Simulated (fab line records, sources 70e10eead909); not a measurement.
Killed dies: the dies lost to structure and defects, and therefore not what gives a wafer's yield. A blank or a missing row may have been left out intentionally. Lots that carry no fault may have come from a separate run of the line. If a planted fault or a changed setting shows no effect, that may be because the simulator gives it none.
The tool behind it: which one? || flow nand harc || Sampling: 12 lots, 36 wafers, 4 of 1159 route steps

== WHAT THE GAUGES SHOWED, per wafer ==
NHARC_A_CHANNEL_HOLE_D1_CD_MEAS_18.
{"lot": "L075", "measured": "day 8 15:04", "on": "cd sem-03", "cd nm (nm)": "97.7 100.3 94.9"}
{"lot": "L077", "measured": "day 8 22:04", "on": "cd sem-01", "cd nm (nm)": "102.0 102.7 98.7"}
{"lot": "L079", "measured": "day 9 18:50", "on": "cd sem-03", "cd nm (nm)": "100.1 98.1 99.0"}
{"lot": "L081", "measured": "day 10 04:01", "on": "cd sem-02", "cd nm (nm)": "99.7 98.7 100.2"}
{"lot": "L083", "measured": "day 10 14:31", "on": "cd sem-01", "cd nm (nm)": "98.4 101.3 99.6"}
{"lot": "L085", "measured": "day 11 09:50", "on": "cd sem-02", "cd nm (nm)": "101.5 91.1 97.2"}
{"lot": "L086", "measured": "day 11 10:04", "on": "cd sem-03", "cd nm (nm)": "100.0 97.1 94.1"}
{"lot": "L089", "measured": "day 12 05:23", "on": "cd sem-03", "cd nm (nm)": "101.0 101.1 96.8"}
{"lot": "L091", "measured": "day 12 05:50", "on": "cd sem-01", "cd nm (nm)": "100.2 95.3 100.1"}
{"lot": "L093", "measured": "day 13 03:29", "on": "cd sem-01", "cd nm (nm)": "94.8 97.0 90.7"}
{"lot": "L096", "measured": "day 13 16:48", "on": "cd sem-01", "cd nm (nm)": "102.3 99.7 100.7"}
{"lot": "L097", "measured": "day 13 17:01", "on": "cd sem-02", "cd nm (nm)": "101.7 90.8 95.4"}

== WHICH TOOL RAN EACH LOT (tool, then ch and the chambers of the sampled wafers, then the start) ==
{"lot": "L075", "NHARC_P_M2_PRE_CLEAN_30": "pvd sputter-03, day 6 17:08 or earlier", "NHARC_P_BONDPAD_ETCH_37": "rie diel-03 ch 0,2,3, day 6 17:08", "NHARC_A_CHANNEL_HOLE_D1_DEP_00": "acl dep-01 ch 0, day 8 11:20"}
{"lot": "L077", "NHARC_P_M2_PRE_CLEAN_30": "pvd sputter-03, day 7 01:23 or earlier", "NHARC_P_BONDPAD_ETCH_37": "rie diel-13 ch 1,2, day 7 01:23", "NHARC_A_CHANNEL_HOLE_D1_DEP_00": "acl dep-01 ch 0, day 8 18:13"}
{"lot": "L079", "NHARC_P_M2_PRE_CLEAN_30": "pvd sputter-03, day 7 19:22 or earlier", "NHARC_P_BONDPAD_ETCH_37": "rie diel-03 ch 2,3, day 7 19:22", "NHARC_A_CHANNEL_HOLE_D1_DEP_00": "acl dep-01 ch 0, day 9 14:52"}
{"lot": "L081", "NHARC_P_M2_PRE_CLEAN_30": "pvd sputter-03, day 8 08:00 or earlier", "NHARC_P_BONDPAD_ETCH_37": "rie diel-03 ch 2,3, day 8 08:00", "NHARC_A_CHANNEL_HOLE_D1_DEP_00": "acl dep-01 ch 0, day 10 00:17"}
{"lot": "L083", "NHARC_P_M2_PRE_CLEAN_30": "pvd sputter-02, day 8 19:34 or earlier", "NHARC_P_BONDPAD_ETCH_37": "rie diel-03 ch 0,2,3, day 8 19:34", "NHARC_A_CHANNEL_HOLE_D1_DEP_00": "acl dep-02 ch 0, day 10 10:53"}
{"lot": "L085", "NHARC_P_M2_PRE_CLEAN_30": "pvd sputter-01, day 9 09:28 or earlier", "NHARC_P_BONDPAD_ETCH_37": "rie diel-03 ch 1,2,3, day 9 09:28", "NHARC_A_CHANNEL_HOLE_D1_DEP_00": "acl dep-03 ch 0, day 11 05:50"}
{"lot": "L086", "NHARC_P_M2_PRE_CLEAN_30": "pvd sputter-03, day 9 11:20 or earlier", "NHARC_P_BONDPAD_ETCH_37": "rie diel-01 ch 0,2,3, day 9 11:20", "NHARC_A_CHANNEL_HOLE_D1_DEP_00": "acl dep-02 ch 0, day 11 06:07"}
{"lot": "L089", "NHARC_P_M2_PRE_CLEAN_30": "pvd sputter-01, day 10 10:05 or earlier", "NHARC_P_BONDPAD_ETCH_37": "rie diel-13 ch 2,3, day 10 10:05", "NHARC_A_CHANNEL_HOLE_D1_DEP_00": "acl dep-01 ch 0, day 12 01:46"}
{"lot": "L091", "NHARC_P_M2_PRE_CLEAN_30": "pvd sputter-01, day 10 13:23 or earlier", "NHARC_P_BONDPAD_ETCH_37": "rie diel-03 ch 1,2,3, day 10 13:23", "NHARC_A_CHANNEL_HOLE_D1_DEP_00": "acl dep-02 ch 0, day 12 02:13"}
{"lot": "L093", "NHARC_P_M2_PRE_CLEAN_30": "pvd sputter-03, day 11 08:10 or earlier", "NHARC_P_BONDPAD_ETCH_37": "rie diel-03 ch 0,2,3, day 11 08:10", "NHARC_A_CHANNEL_HOLE_D1_DEP_00": "acl dep-03 ch 0, day 12 23:52"}
{"lot": "L096", "NHARC_P_M2_PRE_CLEAN_30": "pvd sputter-02, day 11 16:43 or earlier", "NHARC_P_BONDPAD_ETCH_37": "rie diel-03 ch 0,1,3, day 11 16:43", "NHARC_A_CHANNEL_HOLE_D1_DEP_00": "acl dep-02 ch 0, day 13 13:29"}
{"lot": "L097", "NHARC_P_M2_PRE_CLEAN_30": "pvd sputter-02, day 11 20:15 or earlier", "NHARC_P_BONDPAD_ETCH_37": "rie diel-03 ch 1,3, day 11 20:15", "NHARC_A_CHANNEL_HOLE_D1_DEP_00": "acl dep-03 ch 0, day 13 13:25"}
- NHARC_P_M2_PRE_CLEAN_30: time 30 s.
- NHARC_P_BONDPAD_ETCH_37: etches the open film in N2/H2, target depth 60 nm, overetch 18 nm, time 65.91 s.
- NHARC_A_CHANNEL_HOLE_D1_DEP_00: deposits aC, target thk 3100 nm.

== THE ANSWER, worked out from the rows above alone ==
Rule: the lots themselves supply what counts as usual. The widest of any qualifying gaps counts: lots, ordered by their means at a reading, are off when they make up no more than a third of the lots, leave a main group of 4 or more, and stand apart from it by 3 or more times the standard deviation of that group's means. Not used: any main group whose means are identical at the precision the tables above print for the reading. A lot without any number at a reading at which 4 lots or more have one is off too. Any other lot the step has rows for is counted as sound.
None of the lots is off at any reading shown; this tells nothing.

== WHAT WAS PUT IN BY THE SIMULATOR ==
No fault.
